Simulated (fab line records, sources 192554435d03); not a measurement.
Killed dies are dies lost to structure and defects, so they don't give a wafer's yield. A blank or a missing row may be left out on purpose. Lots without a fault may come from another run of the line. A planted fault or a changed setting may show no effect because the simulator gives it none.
Chamber matching | flow n5_finfet | N5_BEOL_M3_ETCH_74 on rie_diel-06: 4 sister chambers
The step etches underlayer in N2/H2, target depth 6.5 nm, time 5.2 s. 18 wafers are shown with their chamber, then 9 later ones without.

WAFERS WITH THEIR CHAMBER
wafer  | chamber | throttle_valve_pct (%) | etch_rf_on_time_s (s) | showerhead_plenum_p_Torr (Torr)
L077.1 | 1       | 18.08                  | 5.17                  | 2.39
L077.3 | 2       | 17.65                  | 5.42                  | 2.66
L077.6 | 2       | 17.61                  | 5.40                  | 2.66
L082.1 | 3       | 18.31                  | 5.25                  | 2.47
L082.2 | 0       | 17.37                  | 4.96                  | 2.59
L082.4 | 3       | 18.28                  | 5.22                  | 2.47
L085.2 | 0       | 17.40                  | 5.00                  | 2.59
L085.3 | 1       | 17.69                  | 5.22                  | 2.70
L085.6 | 2       | 17.66                  | 5.44                  | 2.66
L086.1 | 1       | 17.71                  | 5.24                  | 2.70
L086.3 | 2       | 17.66                  | 5.50                  | 2.65
L086.6 | 0       | 17.42                  | 5.08                  | 2.58
L088.2 | 1       | 17.72                  | 5.24                  | 2.70
L088.3 | 2       | 17.67                  | 5.53                  | 2.65
L088.5 | 1       | 17.69                  | 5.26                  | 2.70
L091.3 | 2       | 17.66                  | 5.47                  | 2.65
L091.5 | 1       | 17.75                  | 5.15                  | 2.70
L091.6 | 2       | 17.66                  | 5.46                  | 2.65

SIGNATURES (means of the wafers above)
reading                  | chamber 0 | chamber 1 | chamber 2 | chamber 3 | scatter within a chamber
throttle_valve_pct       | 17.3967   | 17.7733   | 17.6529   | 18.2950   | 0.0923
etch_rf_on_time_s        | 5.0133    | 5.2133    | 5.4600    | 5.2350    | 0.046
showerhead_plenum_p_Torr | 2.5867    | 2.6483    | 2.6543    | 2.4700    | 0.0757
Rule: a wafer's distance from a chamber is the root of the sum, over the readings, of the square of ((its reading less the chamber's mean) divided by the reading's scatter). The wafer belongs to the nearest chamber; if the next one is less than 2 further off, it can't be placed. The scatter: the root of (the sum of the squares of (reading less its chamber's mean) over the shown wafers, divided by (wafers less chambers)).

WAFERS WITHOUT THEIR CHAMBER
wafer  | throttle_valve_pct (%) | etch_rf_on_time_s (s) | showerhead_plenum_p_Torr (Torr)
L093.1 | 17.68                  | 5.46                  | 2.65
L093.2 | 17.41                  | 5.07                  | 2.58
L093.4 | 18.35                  | 5.32                  | 2.46
L094.1 | 17.71                  | 5.17                  | 2.70
L094.2 | 17.66                  | 5.49                  | 2.65
L094.5 | 17.70                  | 5.48                  | 2.65
L097.2 | 17.45                  | 4.99                  | 2.58
L097.4 | 18.34                  | 5.29                  | 2.46
L097.5 | 17.73                  | 5.15                  | 2.69

WHICH CHAMBER EACH WENT THROUGH
wafer  | from the rows above | in truth
L093.1 | 2                   | 2
L093.2 | 0                   | 0
L093.4 | 3                   | 3
L094.1 | 1                   | 1
L094.2 | 2                   | 2
L094.5 | 2                   | 2
L097.2 | 0                   | 0
L097.4 | 3                   | 3
L097.5 | 1                   | 1
Placed correctly: 9 of 9. Can't be placed from these rows: 0. Placed wrongly: 0.
